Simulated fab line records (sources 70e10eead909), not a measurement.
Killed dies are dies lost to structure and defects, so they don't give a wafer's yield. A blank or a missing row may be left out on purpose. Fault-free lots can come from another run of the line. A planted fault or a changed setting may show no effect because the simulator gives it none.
Tool commonality check + flow nand_harc + Lots sampled 11, wafers sampled 33

== WHY IT WAS OPENED ==
Flagged at NHARC_A_BONDPAD_CD_MEAS_09: reading cd_nm, on 2 of 11 lots. Wafers without a fault read 499.9 nm, standard deviation 1.3.
Rule: a lot is flagged in two cases, either no wafer of it has a number, or all its wafers with numbers fall more than 4 standard deviations from that mean. The other lots count as sound.

| lot  | measured     | on        | cd_nm (nm), wafer by wafer | flag    |
|------|--------------|-----------|----------------------------|---------|
| L668 | day 23 19:16 | cd_sem-02 | 499.4 499.2 499.1          |         |
| L666 | day 23 20:43 | cd_sem-02 | 500.7 500.5 501.3          |         |
| L665 | day 23 23:00 | cd_sem-02 | 499.6 499.0 498.6          |         |
| L669 | day 24 19:26 | cd_sem-02 | 499.8 498.7 499.4          |         |
| L672 | day 26 02:38 | cd_sem-02 | 500.5 502.7 501.7          |         |
| L675 | day 28 03:07 | cd_sem-03 | 500.6 500.0 499.9          |         |
| L673 | day 28 04:21 | cd_sem-01 | 501.8 500.3 500.8          |         |
| L680 | day 29 10:36 | cd_sem-02 | 488.9 488.7 489.5          | FLAGGED |
| L682 | day 29 18:48 | cd_sem-03 | 491.0 492.6 490.9          | FLAGGED |
| L687 | day 32 02:10 | cd_sem-02 | 496.6 498.5 499.4          |         |
| L686 | day 32 19:07 | cd_sem-01 | 500.2 500.4 500.1          |         |
The numbers of the flagged lots are 490.3 nm on average: -9.6 nm against the usual, or -7 standard deviations.

== LOT BY LOT: THE TOOL USED ==
4 process steps preceding the reading are held in the record, out of 1302 steps in the route. Every cell lists first the tool, next ch and the chambers used by the sampled wafers, and last the start.
| lot  | flag    | NHARC_A_M1_STRIP_18                | NHARC_A_M1_PVD_21                       | NHARC_A_BONDPAD_CMP_29        | NHARC_A_BONDPAD_EXPOSE_06         |
|------|---------|------------------------------------|-----------------------------------------|-------------------------------|-----------------------------------|
| L668 |         | rie_diel-05 ch 0,2,3, day 23 15:01 | pvd_sputter-01, day 23 18:34 or earlier | cmp-02 ch 0,1,3, day 23 18:34 | krf_scanner-04 ch 0, day 23 19:06 |
| L666 |         | rie_diel-06 ch 1,2,3, day 23 16:38 | pvd_sputter-01, day 23 19:55 or earlier | cmp-02 ch 1,3, day 23 19:55   | krf_scanner-01 ch 0, day 23 20:34 |
| L665 |         | rie_diel-09 ch 1,3, day 23 18:51   | pvd_sputter-01, day 23 22:20 or earlier | cmp-03 ch 0,2, day 23 22:20   | krf_scanner-01 ch 0, day 23 22:51 |
| L669 |         | rie_diel-06 ch 0,1,2, day 24 15:20 | pvd_sputter-01, day 24 18:40 or earlier | cmp-03 ch 0,1,2, day 24 18:40 | krf_scanner-02 ch 0, day 24 19:17 |
| L672 |         | rie_diel-09 ch 1,2,3, day 25 22:38 | pvd_sputter-01, day 26 01:58 or earlier | cmp-02 ch 2,3, day 26 01:58   | krf_scanner-01 ch 0, day 26 02:29 |
| L675 |         | rie_diel-05 ch 1,2,3, day 27 23:03 | pvd_sputter-01, day 28 02:20 or earlier | cmp-04 ch 0,1,3, day 28 02:20 | krf_scanner-04 ch 0, day 28 02:58 |
| L673 |         | rie_diel-06 ch 1,3, day 28 00:16   | pvd_sputter-01, day 28 03:34 or earlier | cmp-03 ch 1,2,3, day 28 03:34 | krf_scanner-02 ch 0, day 28 04:12 |
| L680 | FLAGGED | rie_diel-05 ch 0,3, day 29 06:24   | pvd_sputter-01, day 29 09:56 or earlier | cmp-04 ch 0,1,3, day 29 09:56 | krf_scanner-02 ch 0, day 29 10:26 |
| L682 | FLAGGED | rie_diel-05 ch 0,2,3, day 29 14:49 | pvd_sputter-03, day 29 18:10 or earlier | cmp-02 ch 1,2,3, day 29 18:10 | krf_scanner-02 ch 0, day 29 18:39 |
| L687 |         | rie_diel-05 ch 2,3, day 31 22:02   | pvd_sputter-01, day 32 01:23 or earlier | cmp-02 ch 1,3, day 32 01:23   | krf_scanner-01 ch 0, day 32 02:02 |
| L686 |         | rie_diel-06 ch 0,2,3, day 32 15:00 | pvd_sputter-01, day 32 18:20 or earlier | cmp-04 ch 0,1,3, day 32 18:20 | krf_scanner-04 ch 0, day 32 18:58 |
What is done by these steps:
- NHARC_A_M1_STRIP_18: strips in N2/H2.
- NHARC_A_M1_PVD_21: deposits Cu, target thk 30 nm, time 20.49 s.
- NHARC_A_BONDPAD_CMP_29: polishes SiCN, target thk 200 nm.
- NHARC_A_BONDPAD_EXPOSE_06: exposes mask A BPAD.
- NHARC_A_BONDPAD_CD_MEAS_09: target cd 500 nm.

== FLAGGED OVER TOTAL, TOOL BY TOOL (the gauges that took the reading come last) ==
| step                       | tool           | lots run | flagged | share of the flagged lots | sound lots run after its first flagged lot |
|----------------------------|----------------|----------|---------|---------------------------|--------------------------------------------|
| NHARC_A_M1_STRIP_18        | rie_diel-05    | 5        | 2       | all                       | 1 (L687)                                   |
| NHARC_A_M1_STRIP_18        | rie_diel-06    | 4        | 0       | none                      | -                                          |
| NHARC_A_M1_STRIP_18        | rie_diel-09    | 2        | 0       | none                      | -                                          |
| NHARC_A_M1_PVD_21          | pvd_sputter-01 | 10       | 1       | some                      | 2 (L687,L686)                              |
| NHARC_A_M1_PVD_21          | pvd_sputter-03 | 1        | 1       | some                      | 0                                          |
| NHARC_A_BONDPAD_CMP_29     | cmp-02         | 5        | 1       | some                      | 1 (L687)                                   |
| NHARC_A_BONDPAD_CMP_29     | cmp-03         | 3        | 0       | none                      | -                                          |
| NHARC_A_BONDPAD_CMP_29     | cmp-04         | 3        | 1       | some                      | 1 (L686)                                   |
| NHARC_A_BONDPAD_EXPOSE_06  | krf_scanner-01 | 4        | 0       | none                      | -                                          |
| NHARC_A_BONDPAD_EXPOSE_06  | krf_scanner-02 | 4        | 2       | all                       | 0                                          |
| NHARC_A_BONDPAD_EXPOSE_06  | krf_scanner-04 | 3        | 0       | none                      | -                                          |
| NHARC_A_BONDPAD_CD_MEAS_09 | cd_sem-01      | 2        | 0       | none                      | -                                          |
| NHARC_A_BONDPAD_CD_MEAS_09 | cd_sem-02      | 7        | 1       | some                      | 1 (L687)                                   |
| NHARC_A_BONDPAD_CD_MEAS_09 | cd_sem-03      | 2        | 1       | some                      | 0                                          |
Because NHARC_A_M1_PVD_21 lacks a start for some lots, the hours and order of its lots are taken from NHARC_A_BONDPAD_CMP_29.

== WHAT IS ALLOWED BY THE TABLE ==
Rows of the table that ran all the flagged lots, 2 in number: rie_diel-05 at NHARC_A_M1_STRIP_18; krf_scanner-02 at NHARC_A_BONDPAD_EXPOSE_06.
- rie_diel-05 at NHARC_A_M1_STRIP_18 ran 5 lots, 2 of them flagged. Sound lots ran on it after the first flagged one (L687), which a lasting fault on the whole tool wouldn't allow.
- krf_scanner-02 at NHARC_A_BONDPAD_EXPOSE_06 ran 4 lots, 2 of them flagged. A fault beginning between L673 (day 28 04:12), its last sound lot, and L680 (day 29 10:26), its first flagged one, fits the data. Its own readings lie more than 4 standard deviations out on every wafer of the flagged lots: exposure_dose_mJ_cm2.
Left over: one tool, krf_scanner-02 at NHARC_A_BONDPAD_EXPOSE_06.

== WHAT THE SIMULATOR PUT IN ==
Drift in process parameters on krf_scanner-02 at NHARC_A_BONDPAD_EXPOSE_06, starting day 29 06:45. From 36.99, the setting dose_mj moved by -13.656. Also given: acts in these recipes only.
Struck lots among those shown: L680, L682. The rule given above showed the same thing.
